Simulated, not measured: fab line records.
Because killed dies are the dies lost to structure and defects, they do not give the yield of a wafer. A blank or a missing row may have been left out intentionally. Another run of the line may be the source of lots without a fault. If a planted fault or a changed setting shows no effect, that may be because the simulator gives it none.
Chamber matching :: flow n5_finfet :: N5_DUMMY_GATE_ETCH_32 on rie_si-01: 4 sister chambers
The step etches SiO2 in CF4, target depth 3.5 nm, time 3.9 s. 8 wafers are shown with their chamber, then 10 later ones without.

WAFERS PAIRED WITH THEIR CHAMBERS
wafer: L084.2
chamber: 1
drypump_motor_current_A (A): 6.1
throttle_valve_pct (%): 21.91

wafer: L087.2
chamber: 2
drypump_motor_current_A (A): 5.9
throttle_valve_pct (%): 21.72

wafer: L087.5
chamber: 2
drypump_motor_current_A (A): 5.8
throttle_valve_pct (%): 21.73

wafer: L088.1
chamber: 0
drypump_motor_current_A (A): 5.7
throttle_valve_pct (%): 21.66

wafer: L088.2
chamber: 3
drypump_motor_current_A (A): 6.1
throttle_valve_pct (%): 21.65

wafer: L088.4
chamber: 1
drypump_motor_current_A (A): 6.1
throttle_valve_pct (%): 21.88

wafer: L091.3
chamber: 3
drypump_motor_current_A (A): 6.1
throttle_valve_pct (%): 21.66

wafer: L091.5
chamber: 0
drypump_motor_current_A (A): 5.7
throttle_valve_pct (%): 21.64

WAFERS WITH NO CHAMBER GIVEN
wafer: L091.6
drypump_motor_current_A (A): 6.2
throttle_valve_pct (%): 21.92

wafer: L093.3
drypump_motor_current_A (A): 5.7
throttle_valve_pct (%): 21.62

wafer: L093.4
drypump_motor_current_A (A): 6.1
throttle_valve_pct (%): 21.66

wafer: L093.6
drypump_motor_current_A (A): 5.7
throttle_valve_pct (%): 21.65

wafer: L094.1
drypump_motor_current_A (A): 6.1
throttle_valve_pct (%): 21.66

wafer: L094.4
drypump_motor_current_A (A): 6.1
throttle_valve_pct (%): 21.66

wafer: L094.5
drypump_motor_current_A (A): 6.1
throttle_valve_pct (%): 21.90

wafer: L096.1
drypump_motor_current_A (A): 5.9
throttle_valve_pct (%): 21.73

wafer: L096.5
drypump_motor_current_A (A): 6.1
throttle_valve_pct (%): 21.91

wafer: L096.6
drypump_motor_current_A (A): 5.9
throttle_valve_pct (%): 21.74

WHICH CHAMBER EACH WENT THROUGH
wafer: L091.6
from the rows above: 1
in truth: 1

wafer: L093.3
from the rows above: 0
in truth: 0

wafer: L093.4
from the rows above: 3
in truth: 3

wafer: L093.6
from the rows above: 0
in truth: 0

wafer: L094.1
from the rows above: 3
in truth: 3

wafer: L094.4
from the rows above: 3
in truth: 3

wafer: L094.5
from the rows above: 1
in truth: 1

wafer: L096.1
from the rows above: 2
in truth: 2

wafer: L096.5
from the rows above: 1
in truth: 1

wafer: L096.6
from the rows above: 2
in truth: 2
Correctly placed: 10 of 10. Not placeable from these rows: 0. Wrongly placed: 0.
How it was worked out, from the rows above alone: a wafer's distance from a chamber is the root of the sum, over the readings, of the square of ((its reading less the chamber's mean) divided by the reading's scatter). If the next closest chamber is less than 2 further off than the closest, the wafer can't be placed; otherwise it belongs to the closest. The mean given for a chamber averages the wafers shown for that chamber. The scatter is the square root of a quotient: the sum, over the shown wafers, of each reading's squared deviation from its chamber's mean, divided by wafers minus chambers.
